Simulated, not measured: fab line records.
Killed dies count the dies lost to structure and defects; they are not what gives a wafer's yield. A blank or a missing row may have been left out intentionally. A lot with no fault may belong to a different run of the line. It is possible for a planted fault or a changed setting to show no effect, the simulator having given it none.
A lot that was struck, set against a sound lot | flow nand_harc | 15 steps out of a route of 1159
Sound: the wafers L930.1, L930.4, L930.6. The struck wafers were L941.3, L941.5, L941.6. The cause comes at the end.
At each step with rows: each side's tool, then ch and its chambers, then its first start. Under that, the readings that differ: sound wafers | struck wafers | difference of the means | sigmas: that difference in standard deviations of wafers without a fault.
alike: readings whose means differ by less than 2 such deviations, and words and numbers that are the same on both sides. not compared: withheld readings, readings that some wafer has no value for, bounds like >300 that may hide the same value, and numbers for which the record gives no deviation and whose values overlap.
The two part at a step that has a row with sigmas, a row that says differs or no value, or rows on one side only. Numbers that don't overlap but have no deviation are shown without sigmas and don't part them. A reading missing from all wafers of one side parts the sides only when that side holds two or more wafers.

NHARC_P_M2_PRE_CLEAN_32: time 12 s.
  sound on pecvd-04 ch 0,1, day 8 00:20; struck on pecvd-03 ch 0,2, day 11 00:21
  alike: heater_power_w
NHARC_P_M2_DEP_33: deposits SiCN, target thk 30 nm.
  sound on pecvd-04 ch 0,1, day 8 00:29; struck on pecvd-03 ch 0,2, day 11 00:28
  alike: heater_power_w
NHARC_P_BONDPAD_DEP_00: deposits SiCN, target thk 250 nm.
  sound on pecvd-03 ch 0,1, day 8 00:55; struck on pecvd-03 ch 1,2
  alike: heater_power_w
NHARC_P_BONDPAD_CMP_32: polishes SiCN, target thk 200 nm.
  sound on cmp-03 ch 1,2, day 8 01:19; struck on cmp-01 ch 2,3, day 11 01:15
  alike: motor_current_A, slurry_filter_dp_kPa
NHARC_P_BONDPAD_THK_MEAS_33: measures by ellipsometry.
  struck on film_metro-01, day 11 01:30; sound on film_metro-02, day 8 01:34
  alike: thk_nm
then, 7 steps without rows for these wafers: NHARC_P_BONDPAD_SRD_34; NHARC_P_BONDPAD_DEHYDRATE_01 (time 120 s); NHARC_P_BONDPAD_HMDS_02 (time 30 s); NHARC_P_BONDPAD_COAT_36 (time 65 s); NHARC_P_BONDPAD_COAT_03 (resist thk 600 nm); NHARC_P_BONDPAD_SOFTBAKE_04 (time 70 s); NHARC_P_BONDPAD_EBR_05.
NHARC_P_BONDPAD_EXPOSE_06: exposes mask P BPAD.
  sound on krf_scanner-02 ch 0, day 8 01:59; struck on krf_scanner-02 ch 0, day 11 01:56
  reading              | sound             | struck            | difference | sigmas
  exposure_dose_mJ_cm2 | 37.01 37.05 36.99 | 38.60 38.58 38.62 | +1.58      | +40
  alike: mask
then, 1 step without rows for these wafers: NHARC_P_BONDPAD_PEB_07 (peb time 80 s).
NHARC_END_SORT_01:
  the record has rows for the sound wafers here (prober-01 ch 0, day 21 01:26) and none for the struck ones

## WHERE THEY PART
Earliest at NHARC_P_BONDPAD_EXPOSE_06; latest, in this record, at NHARC_END_SORT_01.

WHY: what the simulator had put in
Process parameter drift: krf_scanner-02, from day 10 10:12 on, at NHARC_P_BONDPAD_EXPOSE_06. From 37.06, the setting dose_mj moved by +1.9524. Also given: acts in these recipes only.
